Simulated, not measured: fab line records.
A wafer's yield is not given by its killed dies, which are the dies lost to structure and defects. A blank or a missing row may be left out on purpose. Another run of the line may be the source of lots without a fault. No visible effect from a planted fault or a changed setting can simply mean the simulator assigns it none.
Chamber matching + flow n5_finfet + 3 sister chambers for N5_BEOL_M9_DEP_56 on pecvd-04
The step deposits SiCN from 3MS/NH3, target thk 15 nm, time 26.5 s. 6 wafers are shown with their chamber, then 10 later ones without.

WAFERS, EACH WITH ITS CHAMBER
| wafer  | chamber | throttle_valve_pct (%) | showerhead_plenum_p_Torr (Torr) |
|--------|---------|------------------------|---------------------------------|
| L078.4 | 0       | 8.85                   | 3.668                           |
| L089.2 | 0       | 9.19                   | 3.676                           |
| L089.4 | 2       | 9.07                   | 3.669                           |
| L089.6 | 1       | 9.50                   | 3.673                           |
| L091.1 | 2       | 8.62                   | 3.680                           |
| L091.2 | 1       | 9.35                   | 3.670                           |

WAFERS WITHOUT THEIR CHAMBER
| wafer  | throttle_valve_pct (%) | showerhead_plenum_p_Torr (Torr) |
|--------|------------------------|---------------------------------|
| L091.4 | 9.18                   | 3.674                           |
| L092.1 | 9.27                   | 3.686                           |
| L092.3 | 9.59                   | 3.666                           |
| L092.4 | 9.06                   | 3.674                           |
| L093.1 | 8.83                   | 3.658                           |
| L093.5 | 8.81                   | 3.666                           |
| L093.6 | 9.56                   | 3.676                           |
| L095.1 | 9.48                   | 3.680                           |
| L095.2 | 8.95                   | 3.684                           |
| L095.4 | 9.55                   | 3.676                           |

CHAMBER TAKEN BY EACH
| wafer  | from the rows above          | in truth |
|--------|------------------------------|----------|
| L091.4 | can't be placed: 0 or 1 or 2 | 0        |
| L092.1 | can't be placed: 1 or 0 or 2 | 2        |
| L092.3 | can't be placed: 1 or 0      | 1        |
| L092.4 | can't be placed: 0 or 2 or 1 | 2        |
| L093.1 | can't be placed: 0 or 2 or 1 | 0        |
| L093.5 | can't be placed: 0 or 2 or 1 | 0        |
| L093.6 | can't be placed: 1 or 0      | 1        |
| L095.1 | can't be placed: 1 or 0 or 2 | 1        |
| L095.2 | can't be placed: 2 or 0 or 1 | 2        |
| L095.4 | can't be placed: 1 or 0      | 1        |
Placed correctly: 0 of 10. Cannot be placed on the basis of these rows: 10; the candidates contain the true chamber in 10. 0 placed wrongly.
How it was worked out, from the rows above alone: a wafer's distance from a chamber is the root of the sum, over the readings, of the square of ((its reading less the chamber's mean) divided by the reading's scatter). If the next closest chamber is less than 2 further off than the closest, the wafer can't be placed; otherwise it belongs to the closest. A chamber's mean is the mean of its shown wafers. How the scatter is found: for the shown wafers, subtract from each reading the mean of its chamber, square and add these, divide the total by (wafers less chambers), then take the root.
